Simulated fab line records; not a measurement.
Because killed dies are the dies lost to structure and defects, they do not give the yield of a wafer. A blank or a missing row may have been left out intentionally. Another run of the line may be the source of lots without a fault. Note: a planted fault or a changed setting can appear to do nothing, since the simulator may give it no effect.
Split-lot study -- flow n5-finfet -- 21 wafers read across 7 lots, on a route 1938 steps long

== ABOUT THE SPLIT ==
At N5_BEOL_M4_TRENCH_ETCH_37 (etches SiOC in C4F6/O2, target depth 55.555 nm, time 29.2 s), the setting time-s was moved away from the recipe's 29.2 s on 9 of the 21 wafers read, by -16.6% to +19.1%. All remaining wafers had this setting at the recipe value.

== FROM THE SPLIT TO THE READING: what the file shows between them, 8 steps ==
- N5_BEOL_M4_ETCH_41: etches SiCN in CH3F/O2, target depth 29.9 nm, time 52.5 s
- N5_BEOL_M4_STRIP_97: strips in N2/H2, time 10 s
- N5_BEOL_M4_OCD_MEAS_38
- N5_BEOL_M4_HM_STRIP_39: strips TiN in peroxide tin strip, target depth 25 nm, time 158 s
- N5_BEOL_M4_SRD_40: time 30 s
- N5_BEOL_M4_ECD_50: material Cu, target thk 300 nm
- N5_BEOL_M4_ANNEAL_51: time 90 s
- N5_BEOL_M4_CMP_52: polishes, stops on SiOC, t overpolish 6.8 s, target thk 40 nm

== THE READING ==
M4_THK, in nm, at N5_BEOL_M4_THK_MEAS_53 (measures by xrf). Typical for fault-free wafers on this fab line: 39.3 nm, with standard deviation 1.7 nm.

wafer,"tool, chamber at the split","time-s as run, s",against the recipe,"M4_THK, nm",against lot-mates on the recipe
L075.1,"rie-diel-05, 1",29.2,recipe,36.9,-
L075.3,"rie-diel-05, 0",29.2,recipe,36.9,-
L075.4,"rie-diel-05, 3",29.2,recipe,39.2,-
L074.1,"rie-diel-04, 2",34.79,+19.1%,50.0,+10.9
L074.2,"rie-diel-04, 0",29.2,recipe,39.1,-
L074.6,"rie-diel-04, 0",34.79,+19.1%,48.5,+9.4
L084.1,"rie-diel-02, 2",29.2,recipe,40.9,-
L084.3,"rie-diel-02, 1",24.36,-16.6%,27.5,-13.8
L084.5,"rie-diel-02, 2",29.2,recipe,41.8,-
L088.1,"rie-diel-02, 1",29.2,recipe,37.2,-
L088.2,"rie-diel-02, 0",33.86,+16.0%,50.8,+12.8
L088.5,"rie-diel-02, 1",29.2,recipe,38.7,-
L089.1,"rie-diel-04, 1",29.2,recipe,39.7,-
L089.2,"rie-diel-04, 0",33.88,+16.0%,47.0,+7.3
L089.6,"rie-diel-04, 3",33.88,+16.0%,47.9,+8.2
L091.1,"rie-diel-02, 0",29.2,recipe,39.3,-
L091.4,"rie-diel-02, 2",29.2,recipe,39.0,-
L091.6,"rie-diel-02, 0",29.2,recipe,38.7,-
L095.1,"rie-diel-04, 2",25.84,-11.5%,33.8,no lot-mate on the recipe
L095.3,"rie-diel-04, 0",25.84,-11.5%,33.3,no lot-mate on the recipe
L095.5,"rie-diel-04, 1",25.84,-11.5%,32.2,no lot-mate on the recipe

FIT RESULTS
A straight line over all 21 wafers: M4_THK changes by +0.574 nm for each +1% of time-s; r = +0.97; the points scatter about the line by 1.5 nm.
The same after taking each lot's own level away (the mean of its wafers on the recipe; 18 wafers): +0.622 nm for each +1%; r = +0.97; scatter 1.6 nm.
On that fit, the largest move of time-s shifts the reading by 12 nm.
Across the lots, their own levels run from 37.67 to 41.35 nm, a range of 2.2 times the standard deviation given above.
The two slopes are in agreement: the lot-to-lot level therefore moves the slope only a little.
Check: +11.6 nm against its lot-mates is what the line predicts for one of the wafers moved furthest among these (+19.1%) when that wafer is left out of the fit. It came out at +10.9 nm against them.

== OTHER SPLITS ON THESE WAFERS ==
These wafers also went through other splits before the reading. Each is held against what the fit with the lots' levels taken away leaves over:
other split on the same wafers,wafers away from the commonest value,r with M4_THK (lot level and that fit taken away)
N5_BEOL_M2_COAT_62 spin-rpm,4,+0.11
N5_BEOL_M3_ETCH_64 time-s,6,-0.11
N5_BEOL_M3_COAT_22 spin-rpm,8,+0.37

== THE WHOLE CHAIN: every reading that the file lists as answering this split, in the file's order ==
step,what it does,reading,change (the file's fit),r (the file's)
N5_BEOL_M4_TRENCH_ETCH_37,"etches SiOC in C4F6/O2, target depth 55.555 nm, time 29.2 s","etch.depth-nm (the simulator's own value, which no gauge read)",+0.655 nm for each +1% of the setting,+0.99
N5_BEOL_M4_TRENCH_ETCH_37,"etches SiOC in C4F6/O2, target depth 55.555 nm, time 29.2 s","BEOL_M4.feature-depth-nm (the simulator's own value, which no gauge read)",+0.656 nm for each +1% of the setting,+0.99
N5_BEOL_M4_OCD_MEAS_38,,trench-depth-nm,+0.654 nm for each +1% of the setting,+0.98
N5_BEOL_M4_CMP_52,"polishes, stops on SiOC, t overpolish 6.8 s, target thk 40 nm","Cu_of_BEOL_M4_ECD_50.thk-nm (the simulator's own value, which no gauge read)",+0.652 nm for each +1% of the setting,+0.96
N5_BEOL_M4_THK_MEAS_53,measures by xrf,M4_THK,+0.653 for each +1% of the setting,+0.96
N5_BEOL_M4_RS_MEAS_58,measures by four-point-probe,M4_RS,"not straight: 1.10 at the lowest setting, 0.69 at the recipe, 0.52 at the highest",not given

== FILE'S OWN FIT ==
M4_THK changes by +0.653 nm for each +1% of time-s, r = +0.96.
